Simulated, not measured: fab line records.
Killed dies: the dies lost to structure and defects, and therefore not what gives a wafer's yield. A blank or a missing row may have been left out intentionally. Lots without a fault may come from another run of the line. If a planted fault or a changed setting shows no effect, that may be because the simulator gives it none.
Chamber matching ; flow nand harc ; NHARC_P_BONDPAD_ETCH_37 on rie diel-03: 4 sister chambers
The step etches the open film in N2/H2, target depth 60 nm, overetch 18 nm, time 65.91 s. 24 wafers are shown with their chamber, then 12 later ones without.

== WAFERS PAIRED WITH THEIR CHAMBERS ==
wafer;chamber;showerhead plenum p Torr (Torr);rf vpp V (V);drypump motor current A (A)
L077.1;0;2.15;435.2;5.8
L077.5;1;1.98;429.6;5.5
L077.6;2;1.98;429.6;5.6
L078.1;3;2.07;431.0;5.7
L078.3;2;1.98;429.4;5.5
L078.5;1;1.98;428.6;5.5
L079.1;2;1.98;427.7;5.5
L079.3;0;2.15;434.4;5.7
L079.5;0;2.15;433.2;5.7
L080.4;3;2.07;430.6;5.6
L080.5;1;1.98;427.2;5.5
L080.6;0;2.15;432.5;5.8
L081.1;0;2.15;433.3;5.8
L081.4;2;1.98;428.7;5.5
L081.5;3;2.07;430.5;5.6
L083.2;1;1.97;428.4;5.5
L083.3;0;2.15;433.8;5.7
L083.6;0;2.15;434.0;5.7
L084.1;2;1.98;428.1;5.5
L084.5;3;2.07;430.1;5.6
L084.6;0;2.15;433.4;5.7
L089.2;3;2.07;432.1;5.7
L089.4;1;1.97;428.6;5.5
L089.5;0;2.15;434.4;5.8

SIGNATURES (averages over the wafers above)
reading;chamber 0;chamber 1;chamber 2;chamber 3;scatter within a chamber
showerhead plenum p Torr;2.1500;1.9760;1.9800;2.0700;0.00245
rf vpp V;433.800;428.480;428.700;430.860;0.809
drypump motor current A;5.744;5.500;5.520;5.640;0.0459
Rule: a wafer lies at a distance from a chamber equal to the root of the sum of squares, over the readings, of (its reading less the chamber's mean, divided by the reading's scatter). The wafer belongs to the nearest chamber; if the next one is less than 2 further off, it can't be placed. How the scatter is found: for the shown wafers, subtract from each reading the mean of its chamber, square and add these, divide the total by (wafers less chambers), then take the root.

== WAFERS MISSING THEIR CHAMBER ==
wafer;showerhead plenum p Torr (Torr);rf vpp V (V);drypump motor current A (A)
L090.2;1.97;428.1;5.5
L090.3;1.98;429.3;5.5
L090.6;1.98;428.3;5.5
L093.2;1.98;427.0;5.5
L093.4;2.15;432.2;5.7
L093.6;2.15;433.9;5.7
L095.3;1.98;430.2;5.5
L095.4;2.07;432.1;5.6
L095.5;2.15;432.2;5.8
L096.2;1.97;428.8;5.5
L096.3;2.15;435.4;5.7
L096.5;2.15;434.0;5.7

== WHICH CHAMBER EACH ONE RAN IN ==
wafer;from the rows above;in truth
L090.2;can't be placed: 1 or 2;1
L090.3;can't be placed: 2 or 1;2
L090.6;can't be placed: 2 or 1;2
L093.2;can't be placed: 2 or 1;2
L093.4;0;0
L093.6;0;0
L095.3;can't be placed: 2 or 1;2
L095.4;3;3
L095.5;0;0
L096.2;can't be placed: 1 or 2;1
L096.3;0;0
L096.5;0;0
Correct placement for 6 of the 12. Cannot be placed on the basis of these rows: 6; the candidates contain the true chamber in 6. Wrongly placed: 0.
